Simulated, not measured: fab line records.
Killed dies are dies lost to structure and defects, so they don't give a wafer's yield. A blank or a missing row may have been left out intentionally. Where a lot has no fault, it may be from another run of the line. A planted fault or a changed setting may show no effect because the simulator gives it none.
fab line records | flow nand_harc
[record] lots = 5 wafers = 15 last_day = 33
route steps=1302 shown A_STAIRCASE@732 END@1302
lots untouched by any fault: they come from a run of this same line in which no faults occurred
start_h: hours from the record's opening day to when the first of the lot's shown wafers began | wait_h: hours elapsed since this lot's preceding step | " the same as in the row above | L1.1+2: several wafers, shown together as one row | - no value, or no start given | * or withheld: withheld | < > ~ a bound
route shown NAME@n: NAME is a module with steps in the file, n the number in the route of the first one | usual: mean and standard deviation over wafers with no fault | same: alike in all rows | chamber/n: place in a boat | sites: readings site by site | _std_site: the standard deviation of these | _edge_site: inner sites' mean taken away from outer sites' mean | radius_mm: for every site, how far away it sits from the centre of the wafer | mask NAME#n: copy n | behind: tool/chamber where the wafer was last shaped | hold: why the lot went on hold/how many hours it stayed there/how the hold came to an end | device: the transistor (n, p or np) that didn't switch | end of line: tests of these same wafers at the route's end | where a step has no rows: the recipe by itself | killed: dies that structure and defects cost at the first sort, which is not the same as the wafer's yield | map: dies across one wafer; x = killed, . = not, _ = none there
set.NAME: the setting as run; set.NAME@STEP: as run at that earlier step | model.NAME: the simulator's own value behind a step, which no gauge read
a table for each step, a row for each wafer; lots at some steps of the route
services: from which hour (start_h, from the record's first day; less than 0 if before it) a tool's chamber was out of use, for how many hours, and why
[[steps]]
[step NHARC_A_STAIRCASE_HARDBAKE_218]
[recipe] temp_c = 120 time_s = 140
[step NHARC_A_STAIRCASE_DESCUM_219]
[recipe] time_s = 3 o2_flow_sccm = 200 ar_flow_sccm = 0 bias_power_w = 0 chemistry = O2
[step NHARC_A_STAIRCASE_TRIM_220]
[recipe] time_s = 211.2 o2_flow_sccm = 500 ar_flow_sccm = 0 bias_w = 0 chemistry = O2
[usual] drypump_motor_current_A = 5.9/0.36 oes_product_au = 1.000/0.0094 rf_vpp_V = 57.7/0.85 showerhead_plenum_p_Torr = 3.48/0.12 throttle_valve_pct = 17.037/0.0094
[same] bias_w = 0 time_s = 211.2
// columns lot.wafer tool chamber start_h wait_h drypump_motor_current_A oes_product_au rf_hours_counter_h rf_vpp_V showerhead_plenum_p_Torr throttle_valve_pct
L265.4 rie_diel-12 1 423.38 0.6 6.2 0.993 46 58.7 3.55 17.040
L265.2 " 0 " " 6.2 0.999 48 57.4 3.40 17.038
L265.6 " 1 " " 6.2 0.988 - 57.0 3.55 17.028
L275.4 rie_diel-12 1 519.40 0.1 6.2 0.997 23 57.8 3.54 17.033
L275.3 " 3 " " 6.2 1.008 27 57.1 3.31 17.027
L275.5 " 1 " " 6.2 0.995 - 59.0 3.54 17.037
L276.1 rie_diel-12 2 531.63 0.1 5.6 0.998 26 57.8 3.54 17.044
L276.3 " 0 " " 6.2 1.008 29 57.8 3.38 17.040
L276.6 " 2 " " 5.6 1.005 - 57.0 3.53 17.027
L282.4 rie_diel-12 3 591.36 0.1 6.1 1.006 53 56.1 3.30 17.031
L282.5 " 2 " " 5.6 0.989 - 56.3 3.52 17.036
L282.6 " 3 " " 6.1 1.007 - 57.5 3.30 17.029
L281.3 rie_diel-12 3 592.36 0.1 6.1 1.005 54 57.8 3.30 17.034
L281.4 " 0 " " 6.2 1.001 51 58.4 3.37 17.053
L281.5 " 1 " " 6.2 0.999 - 58.2 3.52 17.038
[step NHARC_A_STAIRCASE_ETCH_221]
[recipe] target_depth_a = 1000 time_s = 40.5 ion_energy_ev = 400 c4f8_flow_sccm = 20 o2_flow_sccm = 10 ar_flow_sccm = withheld rf_w = 600 bias_w = 1000 chemistry = C4F8/O2
[step NHARC_A_STAIRCASE_TRIM_222]
[recipe] time_s = 211.2 o2_flow_sccm = 500 ar_flow_sccm = 0 bias_w = 0 chemistry = O2
[step NHARC_A_STAIRCASE_ETCH_223]
[recipe] target_depth_a = 1000 time_s = 40.5 ion_energy_ev = 400 c4f8_flow_sccm = 20 o2_flow_sccm = 10 ar_flow_sccm = withheld rf_w = 600 bias_w = 1000 chemistry = C4F8/O2
[step NHARC_A_STAIRCASE_TRIM_224]
[recipe] time_s = 211.2 o2_flow_sccm = 500 ar_flow_sccm = 0 bias_w = 0 chemistry = O2
[usual] drypump_motor_current_A = 5.9/0.35 oes_product_au = 1.000/0.0098 rf_vpp_V = 57.7/0.88 showerhead_plenum_p_Torr = 3.48/0.13 throttle_valve_pct = 17.036/0.0082
[same] bias_w = 0 time_s = 211.2
// columns lot.wafer tool chamber start_h wait_h drypump_motor_current_A oes_product_au rf_hours_counter_h rf_vpp_V showerhead_plenum_p_Torr throttle_valve_pct
L265.4 rie_diel-12 1 - - 6.2 0.986 46 57.9 3.55 17.030
L265.2 " 2 " " 5.6 0.994 52 58.6 3.55 17.035
L265.6 " 2 " " 5.6 0.987 - 59.5 3.55 17.026
L275.3 rie_diel-12 2 - - 5.6 0.996 23 57.8 3.54 17.026
L275.4 " 0 " " 6.2 1.010 25 57.3 3.39 17.040
L275.5 " 1 " " 6.2 0.993 - 55.9 3.54 17.051
L276.1 rie_diel-12 0 - - 6.2 1.002 29 58.4 3.38 17.036
L276.3 " 2 " " 5.6 1.002 27 57.8 3.54 17.042
L276.6 " 3 " " 6.1 1.008 - 57.1 3.31 17.031
L282.4 rie_diel-12 0 - - 6.2 0.987 51 57.5 3.37 17.033
L282.6 " 2 " " 5.6 0.992 - 58.9 3.52 17.038
L282.5 " 3 " " 6.1 1.009 - 58.2 3.30 17.028
L281.3 rie_diel-12 0 - - 6.2 1.002 51 56.7 3.37 17.018
L281.4 " 2 " " 5.6 0.993 49 57.4 3.52 17.043
L281.5 " 0 " " 6.2 1.007 - 56.3 3.37 17.035
[step NHARC_A_STAIRCASE_ETCH_225]
[recipe] target_depth_a = 1000 time_s = 40.5 ion_energy_ev = 400 c4f8_flow_sccm = 20 o2_flow_sccm = 10 ar_flow_sccm = withheld rf_w = 600 bias_w = 1000 chemistry = C4F8/O2
[step NHARC_A_STAIRCASE_TRIM_226]
[recipe] time_s = 211.2 o2_flow_sccm = 500 ar_flow_sccm = 0 bias_w = 0 chemistry = O2
[step NHARC_A_STAIRCASE_ETCH_227]
[recipe] target_depth_a = 1000 time_s = 40.5 ion_energy_ev = 400 c4f8_flow_sccm = 20 o2_flow_sccm = 10 ar_flow_sccm = withheld rf_w = 600 bias_w = 1000 chemistry = C4F8/O2
[usual] bias_w = 999.8/2.8 oes_product_au = 0.942/0.01 rf_vpp_V = 895/4.4
[same] time_s = 40.5
// columns lot.wafer tool chamber start_h wait_h bias_w oes_product_au rf_hours_counter_h rf_vpp_V
L265.4 rie_diel-12 0 - - 999.1 0.970 48 893
L265.2 " 2 " " 1001.0 0.939 52 897
L265.6 " 0 " " 1006.0 0.972 - 891
L275.3 rie_diel-12 1 - - 1003.9 0.954 24 893
L275.4 " 3 " " 1002.3 0.946 27 888
L275.5 " 2 " " 1001.1 0.946 - 896
L276.3 rie_diel-12 2 - - 997.4 0.931 27 896
L276.1 " 0 " " 1001.3 0.940 29 891
L276.6 " 3 " " 1003.2 0.938 - 887
L282.4 rie_diel-12 2 - - 999.5 0.923 49 897
L282.5 " 1 " " 995.6 0.953 - 896
L282.6 " 2 " " 996.7 0.929 - 897
L281.4 rie_diel-12 1 - - 1000.2 0.943 50 896
L281.3 " 3 " " 996.0 0.931 54 888
L281.5 " 1 " " 998.4 0.947 - 896
[step NHARC_A_STAIRCASE_TRIM_229]
[recipe] time_s = 211.2 o2_flow_sccm = 500 ar_flow_sccm = 0 bias_w = 0 chemistry = O2
[usual] drypump_motor_current_A = 5.9/0.42 oes_product_au = 1.001/0.011 rf_vpp_V = 57.8/0.88 showerhead_plenum_p_Torr = 3.52/0.13 throttle_valve_pct = 17.036/0.0088
[same] bias_w = 0 time_s = 211.2
// columns lot.wafer tool chamber start_h wait_h drypump_motor_current_A oes_product_au rf_hours_counter_h rf_vpp_V showerhead_plenum_p_Torr throttle_valve_pct
L265.4 rie_diel-12 3 424.56 0.1 6.1 0.982 55 57.0 3.33 17.041
L265.2 " 1 " " 6.2 0.976 46 57.4 3.55 17.034
L265.6 " 3 " " 6.1 0.988 - 56.8 3.33 17.010
L275.3 rie_diel-03 3 520.41 0.1 5.9 1.005 16 57.3 3.80 17.028
L275.4 " 3 " " 5.9 1.000 - 58.5 3.80 17.044
L275.5 " 2 " " 5.0 1.011 - 56.9 3.52 17.035
L276.3 rie_diel-05 2 533.10 0.1 5.4 0.992 29 57.4 3.50 17.031
L276.1 " 1 " " 6.2 0.976 41 57.6 3.30 17.041
L276.6 " 2 " " 5.4 0.996 - 56.1 3.50 17.041
L282.4 rie_diel-03 3 592.54 0.1 5.9 1.012 43 59.3 3.78 17.044
L282.6 " 0 " " 6.6 1.012 - 58.1 3.61 17.029
L282.5 " 1 " " 5.7 1.005 - 58.5 3.55 17.024
L281.4 rie_diel-12 3 593.38 0.1 6.1 0.991 54 56.2 3.29 17.043
L281.3 " 0 " " 6.2 0.995 51 56.5 3.37 17.031
L281.5 " 3 " " 6.1 1.003 - 57.1 3.30 17.035
[step NHARC_A_STAIRCASE_ETCH_230]
[recipe] target_depth_a = 1000 time_s = 40.5 ion_energy_ev = 400 c4f8_flow_sccm = 20 o2_flow_sccm = 10 ar_flow_sccm = withheld rf_w = 600 bias_w = 1000 chemistry = C4F8/O2
[step NHARC_A_STAIRCASE_TRIM_231]
[recipe] time_s = 211.2 o2_flow_sccm = 500 ar_flow_sccm = 0 bias_w = 0 chemistry = O2
[step NHARC_A_STAIRCASE_ETCH_232]
[recipe] target_depth_a = 1000 time_s = 40.5 ion_energy_ev = 400 c4f8_flow_sccm = 20 o2_flow_sccm = 10 ar_flow_sccm = withheld rf_w = 600 bias_w = 1000 chemistry = C4F8/O2
[step NHARC_A_STAIRCASE_TRIM_233]
[recipe] time_s = 211.2 o2_flow_sccm = 500 ar_flow_sccm = 0 bias_w = 0 chemistry = O2
[step NHARC_A_STAIRCASE_ETCH_234]
[recipe] target_depth_a = 1000 time_s = 40.5 ion_energy_ev = 400 c4f8_flow_sccm = 20 o2_flow_sccm = 10 ar_flow_sccm = withheld rf_w = 600 bias_w = 1000 chemistry = C4F8/O2
[step NHARC_A_STAIRCASE_TRIM_235]
[recipe] time_s = 211.2 o2_flow_sccm = 500 ar_flow_sccm = 0 bias_w = 0 chemistry = O2
[step NHARC_A_STAIRCASE_ETCH_236]
[recipe] target_depth_a = 1000 time_s = 40.5 ion_energy_ev = 400 c4f8_flow_sccm = 20 o2_flow_sccm = 10 ar_flow_sccm = withheld rf_w = 600 bias_w = 1000 chemistry = C4F8/O2
[step NHARC_A_STAIRCASE_STRIP_238]
[recipe] power_w = 1500 temp_c = 250 chemistry = O2
[step NHARC_A_STAIRCASE_STRIP_239]
[recipe] time_s = 900 temp_c = 130 chemistry = SPM
[step NHARC_A_STAIRCASE_PRECLEAN_240]
[recipe] time_s = * temp_c = 50 bath_age_min = 0 chemistry = SC1
[step NHARC_A_STAIRCASE_SRD_241]
[step NHARC_A_STAIRCASE_DEHYDRATE_242]
[recipe] temp_c = 150 time_s = 120
[step NHARC_A_STAIRCASE_HMDS_243]
[recipe] time_s = 30
[step NHARC_A_STAIRCASE_COAT_244]
[recipe] spin_rpm = 1200
[step NHARC_A_STAIRCASE_SOFTBAKE_245]
[recipe] temp_c = 135 time_s = 170
[step NHARC_A_STAIRCASE_EBR_246]
[step NHARC_A_STAIRCASE_EXPOSE_247]
[recipe] na = 0.5 dose_mj = 25.34 mask_id = SDS_1
[step NHARC_A_STAIRCASE_PEB_248]
[recipe] peb_temp_c = 115 peb_time_s = 130
[step NHARC_A_STAIRCASE_DEVELOP_249]
[recipe] time_s = 140
[step NHARC_A_STAIRCASE_HARDBAKE_251]
[recipe] temp_c = 120 time_s = 140
[step NHARC_A_STAIRCASE_DESCUM_252]
[recipe] time_s = 3 o2_flow_sccm = 200 ar_flow_sccm = 0 bias_power_w = 0 chemistry = O2
[usual] drypump_motor_current_A = 5.8/0.41 oes_product_au = 1.000/0.0098 rf_vpp_V = 57.7/0.92 showerhead_plenum_p_Torr = 1.90/0.078 throttle_valve_pct = 11.311/0.0086
[same] time_s = 3
// columns lot.wafer tool chamber start_h wait_h drypump_motor_current_A oes_product_au rf_hours_counter_h rf_vpp_V showerhead_plenum_p_Torr throttle_valve_pct
L265.4 rie_diel-12 1 427.15 - 6.2 0.982 47 58.5 1.93 11.310
L265.2 " 2 " " 5.6 1.001 53 59.4 1.93 11.323
L265.6 " 1 " " 6.2 0.983 - 58.0 1.93 11.308
L275.3 rie_diel-12 2 524.67 - 5.6 1.001 25 57.3 1.92 11.329
L275.4 " 0 " " 6.2 1.006 28 57.4 1.83 11.325
L275.5 " 1 " " 6.2 0.992 - 57.8 1.92 11.303
L276.1 rie_diel-05 2 536.07 - 5.4 0.996 31 57.0 1.90 11.317
L276.3 " 3 " " 5.8 1.001 34 58.4 1.96 11.311
L276.6 " 0 " " 5.7 1.019 - 57.1 1.88 11.317
L282.4 rie_diel-05 1 595.62 - 6.1 0.985 0 56.6 1.77 11.311
L282.5 " 1 " " 6.1 0.990 - 55.6 1.77 11.313
L282.6 " 2 " " 5.4 1.004 - 55.8 1.89 11.318
L281.3 rie_diel-03 2 598.61 - 4.9 1.015 46 57.5 1.90 11.328
L281.4 " 1 " " 5.7 1.001 36 57.2 1.93 11.317
L281.5 " 2 " " 4.9 0.996 - 57.4 1.90 11.313
[step NHARC_A_STAIRCASE_ETCH_253]
[recipe] target_depth_a = 500 time_s = 20.2 ion_energy_ev = 400 c4f8_flow_sccm = 20 o2_flow_sccm = 10 ar_flow_sccm = withheld rf_w = 600 bias_w = 1000 chemistry = C4F8/O2
[step NHARC_A_STAIRCASE_STRIP_254]
[recipe] power_w = 1500 temp_c = 250 chemistry = O2
[step NHARC_A_STAIRCASE_STRIP_255]
[recipe] time_s = 900 temp_c = 130 chemistry = SPM
[step NHARC_A_STAIRCASE_PRECLEAN_256]
[recipe] time_s = * temp_c = 50 bath_age_min = 0 chemistry = SC1
[step NHARC_A_STAIRCASE_SRD_257]
[step NHARC_A_STAIRCASE_HM_DEP_456]
[recipe] target_thk_a = 31000 temp_c = 400 material = aC
[usual] throttle_valve_pct = 35.001/0.0093
// columns lot.wafer tool chamber start_h wait_h throttle_valve_pct
L265.2 acl_dep-01 0 433.57 - 35.007
L265.4 " 0 " " 34.985
L265.6 " 0 " " 35.016
L275.3 acl_dep-02 0 527.79 - 34.978
L275.4 " 0 " " 35.002
L275.5 " 0 " " 34.999
L276.1 acl_dep-03 0 537.05 - 34.993
L276.3 " 0 " " 34.995
L276.6 " 0 " " 35.004
L282.4 acl_dep-02 0 597.55 - 34.998
L282.5 " 0 " " 34.988
L282.6 " 0 " " 34.997
L281.3 acl_dep-03 0 603.89 - 35.002
L281.4 " 0 " " 34.989
L281.5 " 0 " " 34.994
[step NHARC_END_SORT_01]
[recipe] temp_c = 25
[usual] killed_at_array = 65/19 killed_at_other = 0.9/1.1 killed_at_periphery = 3.5/2.3 killed_dies = 69/19 killed_open = 3.2/1.8 killed_short = 2.4/1.5
[same] gross_dies = 677
// columns lot.wafer tool chamber start_h wait_h killed_at_array killed_at_other killed_at_periphery killed_dies killed_open killed_short
L265.4 prober-01 0 621.13 3.4 156 0 3 159 3 2
L265.6 prober-01 0 622.72 4.0 145 0 3 148 3 2
L282.4 prober-01 0 795.60 3.4 53 0 1 54 2 2
L282.5 prober-01 0 796.39 3.7 51 2 2 55 2 2
L282.6 prober-01 0 797.18 4.0 71 2 1 74 2 2
// killed by level:class
L265.4 A_STAIRCASE:unspecified=85 A_SLIT:chamber_film_flake=38 A_CHANNEL_HOLE_D2:chamber_film_flake=24 A_STAIRCASE:chamber_film_flake=3 A_M0:chamber_film_flake=2 P_BONDPAD:geometric_particle:short=1 A_ONON_D2:geometric_particle:open=1 A_ONON_D2:geometric_particle:short=1
L265.6 A_STAIRCASE:unspecified=85 A_SLIT:chamber_film_flake=41 A_CHANNEL_HOLE_D2:chamber_film_flake=5 A_BLC:chamber_film_flake=3 A_M0:chamber_film_flake=3 A_CHANNEL_HOLE_D1:chamber_film_flake=2 P_M0:geometric_particle:open=1 A_CHANNEL_FILL_D1:geometric_particle:short=1
L282.4 A_CHANNEL_HOLE_D2:chamber_film_flake=30 A_CONTACT:chamber_film_flake=8 A_SLIT:chamber_film_flake=7 A_STAIRCASE:chamber_film_flake=2 A_ONON_D1:geometric_particle:short=1 A_DECK1_JOINT:geometric_particle:open=1 A_CHANNEL_HOLE_D2:geometric_particle:open=1 A_M0:geometric_particle:short=1
L282.5 A_CHANNEL_HOLE_D2:chamber_film_flake=24 A_SLIT:chamber_film_flake=9 A_CONTACT:chamber_film_flake=7 A_CHANNEL_FILL_D1:chamber_film_flake=2 A_STAIRCASE:chamber_film_flake=2 A_BLC:chamber_film_flake=2 THIN_TSV:chamber_film_flake=2 P_CONTACT:geometric_particle:open=1
L282.6 A_CHANNEL_HOLE_D2:chamber_film_flake=33 A_SLIT:chamber_film_flake=13 A_CONTACT:chamber_film_flake=10 A_STAIRCASE:chamber_film_flake=4 A_CHANNEL_FILL_D1:chamber_film_flake=3 A_CHANNEL_HOLE_D2:geometric_particle:short=2 A_DECK1_JOINT:chamber_film_flake=2 THIN_TSV:chamber_film_flake=2
// map L265.4 (x killed, . not)
____________.____________
_________......._________
_______..........._______
______.............______
_____........x......_____
____.................____
____.................____
___...................___
___...................___
__.......x.............__
__....x.....x..........__
_...........xx.....x...._
_............x.........._
_.xx.....xxx.x....x....._
_......x.xx.xxx.x......._
_......x.x.x.x.x........_
........xxxx.xxx.........
.........xxxxxx..........
.......xxxx..xx..........
......x.x.x...x..........
.......xx.x..........x...
_....xxxx.x............._
_...xxxxxxxxx..........._
_...xxxxxxxxx..........._
_...xxxxxxxxx..........._
_...xxxxxxxx............_
__.xxxxxxxxx...........__
__.xxxxxxxxxx..........__
___xxxxxxxxx..........___
___xxxxxxxxx...x...x..___
____xxxxxxx..........____
____xxxxxxx..........____
_____xxxx.x........x_____
______xxx.x........______
_______xx........._______
_________......._________
____________.____________
// map L281.4 (x killed, . not)
____________.____________
_________......._________
_______...x......._______
______.............______
_____..............._____
____.........x.x.....____
____x................____
___...................___
___...................___
__..............x......__
__.....................__
_......................._
_.................x....._
_..x...................._
_xx..............x......_
_.......x..............._
x.x..............xxxx.x..
x.............xxx.xx...x.
xxx.............xxxx.x...
................xxxxx....
.....x...........xxxxx...
_x..............x.xx...._
_.......x.......xxx.x..._
_.................x.x..._
_......................._
_............x..x.x....._
__.....................__
__.....................__
___.......x...........___
___...................___
____........x........____
____.................____
_____......x.x.x...._____
______.............______
_______..........._______
_________......._________
____________.____________
[[services]]
// columns tool chamber start_h hours kind
rie_diel-03 0 400.29 7.5 repair
rie_diel-12 3 401.05 5.6 repair
rie_diel-12 0 403.41 - clean
rie_diel-12 1 403.41 - clean
rie_diel-12 2 403.41 - clean
rie_diel-05 - 407.07 9.0 pm
acl_dep-02 - 427.33 13.0 pm
rie_diel-12 0 427.91 - clean
rie_diel-12 1 427.91 - clean
rie_diel-12 2 427.91 - clean
rie_diel-12 3 427.91 - clean
rie_diel-12 - 447.42 9.0 pm
rie_diel-12 0 447.42 9.0 vent_cycle
rie_diel-12 1 447.42 9.0 vent_cycle
rie_diel-03 2 453.37 4.3 repair
rie_diel-12 - 458.24 0.5 repair
rie_diel-03 - 459.55 9.0 pm
rie_diel-05 2 464.84 31.8 repair
acl_dep-03 - 482.60 13.0 pm
rie_diel-03 1 502.74 20.3 repair
rie_diel-12 - 536.03 2.2 repair
acl_dep-01 - 550.88 13.0 pm
rie_diel-12 2 569.33 2.6 repair
rie_diel-05 - 584.74 9.0 pm
[[key]]
[first_sign] step = NHARC_END_SORT_01 reading = killed_at_array direction = up sigmas = 4.5 usual = 65 struck = 150
[effect] step = NHARC_END_SORT_01 reading = killed_dies direction = up sigmas = 4.4 usual = 69 struck = 154
[more_kills_born_at] NHARC_A_STAIRCASE_TRIM_229@rie_diel-12 = 167
met_at NHARC_A_STAIRCASE_TRIM_229
struck_wafers L265.4,L265.6
tester_left_out L265
[fault] kind = chamber_particle_source tool = rie_diel-12 chamber = 3 onset_h = 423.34 steps = NHARC_A_STAIRCASE_TRIM_229 rate_per_visit_cm2 = 1.581 end_h = 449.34
// tester_left_out: of these lots the tester's yield and bins aren't shown, on N5 and GAA mostly nor the transistor test; their killed dies are dies lost to structure and defects alone, not to doping, threshold or leakage, so they don't give the yield
